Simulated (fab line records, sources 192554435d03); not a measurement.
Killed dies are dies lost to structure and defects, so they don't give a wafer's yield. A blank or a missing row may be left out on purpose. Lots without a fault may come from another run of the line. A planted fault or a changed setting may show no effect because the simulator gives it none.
A struck lot beside a sound one | flow n5_finfet | 38 steps out of a route of 1938
Sound: wafers L872.3, L872.4, L872.6. Struck: wafer L869.1. (L869.3, L869.6 of the same lot were not struck and are left out.) The cause comes at the end.
At each step with rows: each side's tool, then ch and its chambers, then its first start. Under that, the readings that differ: sound wafers | struck wafers | difference of the means | sigmas: that difference in standard deviations of wafers without a fault.
alike: readings whose means differ by less than 2 such deviations, and words and numbers that are the same on both sides. not compared: withheld readings, readings that some wafer has no value for, bounds like >300 that may hide the same value, and numbers for which the record gives no deviation and whose values overlap.
The two part at a step that has a row with sigmas, a row that says differs or no value, or rows on one side only. Numbers that don't overlap but have no deviation are shown without sigmas and don't part them. A reading that every wafer of one side lacks parts them only if that side has two wafers or more.

first, 11 steps without rows for these wafers: N5_FIN_SAQP_DESCUM_21 (chemistry O2, time 7.9 s); N5_FIN_SAQP_ETCH_51 (etches SiARC in CF4, target depth 45.5 nm, time 75.8 s); N5_FIN_SAQP_ETCH_52 (etches SOC in N2/H2, target depth 100 nm, overetch 20 nm, time 150 s); N5_FIN_SAQP_STRIP_53 (strips in N2/H2); N5_FIN_SAQP_HM_OPEN_73 (chemistry CHF3/O2, target SiO2, stops on a-Si, target depth 12 nm, time 16.8 s); N5_FIN_SAQP_STRIP_74 (strips in CHF3/O2); N5_FIN_SAQP_MANDREL_ETCH_22 (etches a-Si in HBr/Cl2, stops on SiNx, target depth 60 nm, bt time 10 s, time 30 s); N5_FIN_SAQP_STRIP_55 (strips in N2/H2); N5_FIN_SAQP_STRIP_23 (strips in SPM, time 750 s); N5_FIN_SAQP_SRD_66 (time 30 s); N5_FIN_SAQP_RECESS_75 (chemistry HF/NH3, target SiO2, target depth 14.4 nm, afs cycles 3, sublimation time 60 s).
N5_FIN_SAQP_SPACER1_ALD_24: deposits SiO2, target thk 20.3 nm, pulse time 1 s, purge time 2 s.
  sound on ald_sin-04 ch 0,3, day 5 07:27; struck on ald_sin-01 ch 0, day 4 05:11
  reading                                           | sound          | struck | difference | sigmas
  ald_cycles                                        | 218 218 218    | 185    | -33        |
  model.SiO2_of_FIN_SAQP_SPACER1_ALD_24.thk_nm (nm) | 20.2 20.4 20.4 | 17.2   | -3.1       |
  alike: heater_power_w, precursor_pulse_height_rel
then, 1 step without rows for these wafers: N5_FIN_SAQP_SPACER1_ETCHBACK_25 (etches SiO2 in CHF3/O2, target depth 24.4 nm, time 12.2 s).
N5_FIN_SAQP_MANDREL1_REMOVE_56: chemistry HBr/Cl2/O2, target a-Si, stops on SiNx, bt time 10 s.
  sound on rie_si-02 ch 1,3, day 5 08:16; struck on rie_si-02 ch 2, day 4 06:02
  reading                   | sound          | struck | difference | sigmas
  model.FIN_SAQP.cd_nm (nm) | 20.2 20.2 20.4 | 17.4   | -2.9       |
  alike: HBr_flow_sccm, drypump_motor_current_A, oes_product_au, throttle_valve_pct
  not compared: rf_hours_counter_h
N5_FIN_SAQP_CD_MEAS_27: target cd 20 nm.
  sound on cd_sem-02 ch 0, day 5 08:22; struck on cd_sem-01 ch 0, day 4 06:08
  reading    | sound             | struck | difference | sigmas
  cd_nm (nm) | 20.61 20.17 20.43 | 17.59  | -2.81      | -12
then, 21 steps without rows for these wafers: N5_FIN_SAQP_ETCH_57 (etches SiNx in CH3F/O2, target depth 32.5 nm, time 46.4 s); N5_FIN_SAQP_ETCH_65 (etches SiO2 in CF4, target depth 4 nm, time 4.4 s); N5_FIN_SAQP_MANDREL_ETCH_58 (etches a-Si in HBr/Cl2, stops on SiNx, target depth 45 nm, bt time 10 s, time 27 s); N5_FIN_SAQP_RECESS_63 (chemistry HF/NH3, target SiO2, target depth 18 nm, afs cycles 3, sublimation time 60 s); N5_FIN_SAQP_COAT_68 (time 60 s, resist thk 100 nm); N5_FIN_SAQP_ETCH_69 (etches SOC in N2/H2, stops on SiNx, target depth 150 nm); N5_FIN_SAQP_ETCH_67 (etches SiNx in CH3F/O2, target depth 30 nm); N5_FIN_SAQP_STRIP_70 (strips in N2/H2); N5_FIN_SAQP_RECESS_71 (chemistry HF/NH3, target SiO2, target depth 3 nm, afs cycles 1, sublimation time 60 s); N5_FIN_SAQP_SPACER2_ALD_28 (deposits SiO2, target thk 8.1 nm, pulse time 1 s, purge time 2 s); N5_FIN_SAQP_SPACER2_ETCHBACK_29 (etches SiO2 in CHF3/O2, target depth 12.2 nm, time 6.1 s); N5_FIN_SAQP_MANDREL2_REMOVE_60 (chemistry HBr/Cl2/O2, target a-Si, stops on SiNx, bt time 10 s); N5_FIN_SAQP_HM_OPEN_33 (chemistry CH3F/O2, target SiNx, target depth 49.4 nm, time 70.6 s); N5_FIN_SAQP_ETCH_34 (etches SiO2 in C4F6/O2, target depth 45 nm, time 15 s); N5_FIN_SAQP_STRIP_77 (strips in N2/H2, time 90 s); N5_FIN_SAQP_ETCH_64 (etches SiO2 in CF4, target depth 1.5 nm); N5_FIN_SAQP_FIN_ETCH_36 (etches the open film in HBr/Cl2/O2, target depth 120 nm, time 50.4 s); N5_FIN_SAQP_PRECLEAN_38 (cleans in O3/DIW, time 45 s); N5_FIN_SAQP_PRECLEAN_45 (cleans in dHF, time 10 s); N5_FIN_SAQP_SRD_39 (time 30 s); N5_FIN_CUT_COAT_18 (time 60 s, resist thk 230 nm).
-- the record jumps here: 6 days lie between the struck wafers' starts before and after (it left off in module FIN_CUT and takes up again in module BEOL_M4, whose first step shown is number 1111 of the route) --
N5_BEOL_M4_RC_MEAS_101:
  sound on prober-02 ch 0, day 11 18:38; struck on prober-01 ch 0, day 10 14:25
  alike: DIBL_N, DIBL_P, IOFF_N, IOFF_P, ION_N, ION_P, SS_N, SS_P, VT_N, VT_P
-- the record jumps here: 5 days lie between the struck wafers' starts before and after (it left off in module BEOL_M4 and takes up again in module PASSIVATION, whose first step shown is number 1936 of the route) --
N5_PASSIVATION_PROBE_49:
  sound on prober-02, day 16 11:51; struck on prober-01, day 15 06:37
  reading                  | sound          | struck | difference | sigmas
  defect_limited_yield (%) | 91.4 91.9 92.0 | 79.2   | -12.6      | -7
  killed_at_front_end      | 27 41 24       | 194    | +163       | +12
  killed_dies              | 102 96 94      | 246    | +149       | +7
  killed_on_rim            | 11 12 7        | 97     | +87        | +19
  sort_bin_5_function (%)  | 4.6 4.2 5.0    | 16.5   | +11.9      | +10
  sort_n_pass              | 1078 1084 1086 | 934    | -149       | -7
  sort_yield_pct (%)       | 91.4 91.9 92.0 | 79.2   | -12.6      | -7
  alike: killed_at_M0_to_M3, killed_at_M4_up, killed_at_contacts, killed_at_other, killed_open, killed_short, sort_bin_6_memory

WHERE THEY PART
First at N5_FIN_SAQP_CD_MEAS_27; last, within this record, at N5_PASSIVATION_PROBE_49.

WHY: what the simulator had put in
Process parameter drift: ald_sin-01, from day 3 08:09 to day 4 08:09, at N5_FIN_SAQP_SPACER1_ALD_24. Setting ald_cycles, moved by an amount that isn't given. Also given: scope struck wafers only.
